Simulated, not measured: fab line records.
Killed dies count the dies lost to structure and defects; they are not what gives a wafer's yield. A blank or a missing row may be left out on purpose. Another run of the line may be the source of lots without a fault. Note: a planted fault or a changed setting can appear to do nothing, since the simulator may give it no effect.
The tool behind it: which one? + flow n5_finfet + 17 wafers from 6 lots sampled at 3 of the route's 1938 steps

## WHAT EACH GAUGE READ, for each wafer
N5_BEOL_M8_THK_MEAS_01.
| lot  | measured     | on            | M8_ILD_THK (nm)   |
|------|--------------|---------------|-------------------|
| L286 | day 10 14:56 | film_metro-01 | 152.2 154.3 154.0 |
| L287 | day 11 02:58 | film_metro-02 | 152.0 154.3 155.3 |
| L295 | day 14 08:46 | film_metro-02 | 151.4 154.6       |
| L301 | day 16 05:28 | film_metro-02 | 150.8 151.5 152.6 |
| L306 | day 16 20:44 | film_metro-01 | 152.7 155.4 157.0 |
| L305 | day 17 10:44 | film_metro-02 | 154.0 157.2 156.8 |

## WHICH TOOL RAN EACH LOT (tool, then ch and the chambers of the sampled wafers, then the start)
| lot  | N5_BEOL_M7_SPUTTER_48        | N5_BEOL_M7_CMP_52             |
|------|------------------------------|-------------------------------|
| L286 | pvd_sputter-03, day 10 12:47 | cmp-01 ch 0,1, day 10 13:51   |
| L287 | pvd_sputter-01, day 11 00:39 | cmp-02 ch 0,2,3, day 11 01:09 |
| L295 | pvd_sputter-01, day 14 07:11 | cmp-04 ch 2,3, day 14 07:44   |
| L301 | pvd_sputter-01, day 16 03:28 | cmp-01 ch 0,1, day 16 04:23   |
| L306 | pvd_sputter-03, day 16 18:41 | cmp-01 ch 0,1,3, day 16 19:16 |
| L305 | pvd_sputter-01, day 17 08:51 | cmp-01 ch 0,1, day 17 09:32   |
- N5_BEOL_M7_SPUTTER_48: material Cu, target thk 10 nm, time 1.667 s.
- N5_BEOL_M7_CMP_52: polishes, stops on SiCOH lowk, t overpolish 6.9 s, target thk 80 nm.

## THE ANSWER, worked out from the rows above alone
Rule: what is usual is taken from the lots themselves. Put in order of their means at a reading, lots are off if they are a third of the lots or fewer, leave a main group of 4 or more, and stand apart from it by a gap of 3 or more times the standard deviation of the main group's means; of several such gaps the widest counts. A main group whose means are all the same, to the digits that the tables above print for the reading, isn't used. A lot without any number at a reading at which 4 lots or more have one is off too. Where the step has rows for the other lots, those lots are counted as sound.
None of the lots is off at any reading shown; this tells nothing.

## WHAT THE SIMULATOR HAD PUT IN
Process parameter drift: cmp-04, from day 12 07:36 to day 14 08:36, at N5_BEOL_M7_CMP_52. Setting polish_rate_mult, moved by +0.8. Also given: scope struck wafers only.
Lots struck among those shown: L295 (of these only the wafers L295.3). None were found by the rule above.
